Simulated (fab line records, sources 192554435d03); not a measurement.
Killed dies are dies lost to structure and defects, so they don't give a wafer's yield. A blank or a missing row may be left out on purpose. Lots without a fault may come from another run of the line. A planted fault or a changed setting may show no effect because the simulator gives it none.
Chamber matching | flow n5_finfet | N5_BEOL_M3_STRIP_66 on rie_diel-03: 4 sister chambers
The step strips in CF4. 4 wafers are shown with their chamber, then 11 later ones without.

WAFERS WITH THEIR CHAMBER
wafer  | chamber | showerhead_plenum_p_Torr (Torr)
L089.6 | 1       | 1.76
L088.1 | 3       | 1.85
L088.3 | 2       | 1.82
L092.2 | 0       | 1.73

WAFERS WITHOUT THEIR CHAMBER
wafer  | showerhead_plenum_p_Torr (Torr)
L092.3 | 1.82
L092.5 | 1.73
L093.3 | 1.73
L093.5 | 1.82
L093.6 | 1.85
L094.1 | 1.73
L094.3 | 1.85
L094.5 | 1.82
L096.3 | 1.75
L096.5 | 1.75
L096.6 | 1.82

WHICH CHAMBER EACH WENT THROUGH
wafer  | from the rows above | in truth
L092.3 | 2                   | 2
L092.5 | 0                   | 0
L093.3 | 0                   | 0
L093.5 | 2                   | 2
L093.6 | 3                   | 3
L094.1 | 0                   | 0
L094.3 | 3                   | 3
L094.5 | 2                   | 2
L096.3 | 1                   | 1
L096.5 | 1                   | 1
L096.6 | 2                   | 2
Placed correctly: 11 of 11. Can't be placed from these rows: 0. Placed wrongly: 0.
How it was worked out, from the rows above alone: a wafer's distance from a chamber is the root of the sum, over the readings, of the square of ((its reading less the chamber's mean) divided by the reading's scatter). The wafer belongs to the nearest chamber; if the next one is less than 2 further off, it can't be placed. A chamber's mean is the mean of its shown wafers. The scatter: with one shown wafer a chamber, the root of the mean of the squares of how far each hidden wafer lies from its nearest shown one.
